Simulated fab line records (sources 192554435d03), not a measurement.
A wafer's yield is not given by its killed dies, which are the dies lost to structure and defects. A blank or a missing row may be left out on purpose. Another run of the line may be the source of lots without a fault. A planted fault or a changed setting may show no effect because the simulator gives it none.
Chamber matching -- flow n5Finfet -- aldSin-02 running N5_ILD0_LINER_00: 4 sister chambers
The step material SiNx, target thk 4 nm, pulse time 1 s, purge time 2 s. 8 wafers are shown with their chamber, then 7 later ones without.

EACH WAFER AND ITS CHAMBER
wafer,chamber,heaterPowerW (W),precursorPulseHeightRel
L077.3,2,860,1.004
L089.2,1,849,0.984
L089.3,2,862,1.006
L094.1,3,905,0.979
L094.2,0,959,1.027
L094.5,3,898,0.989
L095.2,1,835,1.029
L095.3,0,963,1.038

WAFERS MISSING THEIR CHAMBER
wafer,heaterPowerW (W),precursorPulseHeightRel
L095.4,858,0.973
L096.2,839,0.973
L096.3,941,1.017
L096.4,877,1.001
L097.2,917,1.016
L097.4,962,0.995
L097.5,811,1.045

THE CHAMBER EACH PASSED THROUGH
wafer,from the rows above,in truth
L095.4,can't be placed: 2 or 1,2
L096.2,1,1
L096.3,0,0
L096.4,can't be placed: 2 or 3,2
L097.2,3,3
L097.4,0,0
L097.5,1,1
Correctly placed: 5 of 7. Can't be placed from these rows: 2 (the true chamber is among the candidates in 2). Wrongly placed: 0.
How it was worked out, from the rows above alone: a wafer's distance from a chamber is the root of the sum, over the readings, of the square of ((its reading less the chamber's mean) divided by the reading's scatter). The wafer belongs to the nearest chamber; if the next one is less than 2 further off, it can't be placed. For every chamber, the mean is computed from those of its wafers that are shown. How the scatter is found: for the shown wafers, subtract from each reading the mean of its chamber, square and add these, divide the total by (wafers less chambers), then take the root.
